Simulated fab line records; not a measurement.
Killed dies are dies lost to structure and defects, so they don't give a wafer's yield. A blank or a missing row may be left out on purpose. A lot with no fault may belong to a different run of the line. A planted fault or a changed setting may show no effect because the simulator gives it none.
Lot-split experiment ; flow n5-finfet ; 21 wafers read across 7 lots, on a route 1938 steps long

== THE SPLIT ITSELF ==
At N5_BEOL_M1_ETCH_70 (etches SOC in N2/H2, target depth 80 nm, overetch 16 nm, time 120 s), the setting bias-w was moved away from the recipe's 150 W on 5 of the 21 wafers read, by -11.1% to +12.4%. The other wafers ran this setting at the recipe's value.

The split's own step is where the reading is taken.

== THE READING ==
rf-vpp-V, in V, at N5_BEOL_M1_ETCH_70 (etches SOC in N2/H2, target depth 80 nm, overetch 16 nm, time 120 s). Fault-free wafers of this fab line usually give 523.5 V, standard deviation 2.7 V.

wafer;tool, chamber at the split;bias-w as run, W;against the recipe;rf-vpp-V, V;against lot-mates on the recipe
L075.1;rie-diel-01, 3;150;recipe;527.2;-
L075.4;rie-diel-01, 1;150;recipe;521.1;-
L075.6;rie-diel-01, 0;150;recipe;526.6;-
L076.1;rie-diel-02, 3;150;recipe;528.0;-
L076.2;rie-diel-02, 0;150;recipe;522.4;-
L076.5;rie-diel-02, 1;150;recipe;523.1;-
L084.1;rie-diel-01, 1;168.1;+12.1%;558.3;+32.1
L084.5;rie-diel-01, 3;168.1;+12.1%;563.8;+37.6
L084.6;rie-diel-01, 0;150;recipe;526.2;-
L089.3;rie-diel-03, 2;150;recipe;526.1;-
L089.5;rie-diel-03, 3;150;recipe;521.7;-
L089.6;rie-diel-03, 2;150;recipe;526.2;-
L094.1;rie-diel-03, 1;168.6;+12.4%;560.5;+34.7
L094.4;rie-diel-03, 0;150;recipe;525.8;-
L094.6;rie-diel-03, 3;168.6;+12.4%;563.1;+37.3
L095.4;rie-diel-01, 1;133.4;-11.1%;481.3;-44.4
L095.5;rie-diel-01, 0;150;recipe;524.7;-
L095.6;rie-diel-01, 3;150;recipe;526.8;-
L097.4;rie-diel-02, 2;150;recipe;520.3;-
L097.5;rie-diel-02, 2;150;recipe;518.7;-
L097.6;rie-diel-02, 1;150;recipe;524.6;-

THE FIT
A straight line over all 21 wafers: rf-vpp-V changes by +3.22 V for each +1% of bias-w; r = +0.99; the points scatter about the line by 3.2 V.
The same after taking each lot's own level away (the mean of its wafers on the recipe; 21 wafers): +3.14 V for each +1%; r = +0.98; scatter 3.3 V.
That fit puts the effect of the largest move of bias-w on the reading at 39 V.
The lots' own levels span 521.20 to 526.20 V, that is 1.9 times the standard deviation above.
The two slopes agree, so the slope changes little with the lot-to-lot level.
Check: +38.8 V against its lot-mates is what the line predicts for one of the wafers moved furthest among these (+12.4%) when that wafer is left out of the fit. Against them it came out at +34.7 V.
Tool readings at the split's step, against how far the setting was moved: rf-vpp-V r = +0.99.

== THE OTHER SPLITS THESE WAFERS WENT THROUGH ==
Before the reading, these wafers also passed through other splits. Each is held against what the fit with the lots' levels taken away leaves over:
other split on the same wafers;wafers away from the commonest value;r with rf-vpp-V (lot level and that fit taken away)
N5_HKMG_FIN_PEB_10 peb-time-s;9;+0.00
N5_GATE_CUT_ALD_22 ald-cycles;6;-0.13
N5_MOL_CONTACT_COAG_COAT_103 spin-rpm;4;-0.18
N5_MOL_CONTACT_COAG_ETCH_110 bias-w;8;-0.08
N5_MOL_CONTACT_COAG_VIA_ETCH_117 bias-w;6;-0.12
N5_MOL_CONTACT_COAG_CVD_140 target-thk-a;8;+0.39
N5_BEOL_M0_SAQP_SPACER1_ALD_98 temp-c;8;-0.11
N5_BEOL_M0_SAQP_ETCH_107 bias-w;6;+0.15
N5_BEOL_M0_TRENCH_ETCH_107 target-depth-a;8;+0.01

== THE WHOLE CHAIN: every reading that the file lists as answering this split, in the file's order ==
step;what it does;reading;change (the file's fit);r (the file's)
N5_BEOL_M1_ETCH_70;etches SOC in N2/H2, target depth 80 nm, overetch 16 nm, time 120 s;rf-vpp-V;+3.22 V for each +1% of the setting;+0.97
N5_BEOL_M1_ETCH_70;etches SOC in N2/H2, target depth 80 nm, overetch 16 nm, time 120 s;SiARC_of_BEOL_M1_COAT_68.thk-nm (the simulator's own value, which no gauge read);-0.0891 nm for each +1% of the setting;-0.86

== THE FILE'S OWN FIT ==
rf-vpp-V changes by +3.22 V for each +1% of bias-w, r = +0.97.
